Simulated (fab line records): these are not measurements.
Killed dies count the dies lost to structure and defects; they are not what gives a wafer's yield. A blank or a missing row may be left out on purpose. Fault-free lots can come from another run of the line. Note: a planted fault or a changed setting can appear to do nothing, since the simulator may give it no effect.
Matching of chambers ; flow n5 finfet ; N5_ILD0_LINER_00 on ald sin-01 has 4 sister chambers
The step material SiNx, target thk 4 nm, pulse time 1 s, purge time 2 s. 20 wafers are shown with their chamber, then 10 later ones without.

EACH WAFER AND ITS CHAMBER
wafer;chamber;heater power w (W);precursor pulse height rel
L076.3;0;1120;0.968
L076.5;2;771;0.989
L076.6;3;874;0.988
L077.2;0;1064;1.017
L077.3;1;830;1.004
L077.4;3;855;1.011
L079.2;0;1097;1.024
L079.3;1;839;1.036
L079.6;3;879;0.997
L082.1;2;772;0.992
L082.2;0;1127;0.995
L082.3;3;836;1.044
L084.2;0;1088;1.004
L084.3;1;823;0.976
L084.4;3;852;1.017
L090.1;0;1091;0.986
L090.3;3;855;1.007
L090.5;3;830;1.028
L091.2;1;825;0.949
L091.4;3;840;1.028

SIGNATURES (means of the wafers above)
reading;chamber 0;chamber 1;chamber 2;chamber 3;scatter within a chamber
heater power w;1097.83;829.25;771.50;852.62;17.5
precursor pulse height rel;0.99900;0.99125;0.99050;1.01500;0.0232
Rule: for a wafer and a chamber, the distance is found by dividing, reading by reading, the gap between the wafer's reading and the chamber's mean by the reading's scatter, squaring, summing and taking the root. The wafer belongs to the nearest chamber; if the next one is less than 2 further off, it can't be placed. The scatter is the square root of a quotient: the sum, over the shown wafers, of each reading's squared deviation from its chamber's mean, divided by wafers minus chambers.

WAFERS WHOSE CHAMBER IS MISSING
wafer;heater power w (W);precursor pulse height rel
L091.6;1140;1.000
L092.2;766;0.987
L092.4;853;1.007
L092.6;1150;1.002
L093.2;825;0.982
L093.3;1091;1.013
L093.5;777;1.048
L097.3;846;1.022
L097.5;862;0.996
L097.6;1086;1.032

WHICH CHAMBER EACH WENT THROUGH
wafer;from the rows above;in truth
L091.6;0;0
L092.2;2;2
L092.4;can't be placed: 3 or 1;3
L092.6;0;0
L093.2;can't be placed: 1 or 3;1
L093.3;0;0
L093.5;can't be placed: 2 or 1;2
L097.3;can't be placed: 3 or 1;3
L097.5;can't be placed: 3 or 1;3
L097.6;0;0
Correct placement for 5 of the 10. Unplaceable from these rows: 5, with the true chamber sitting among the candidates in 5. Number placed wrongly: 0.
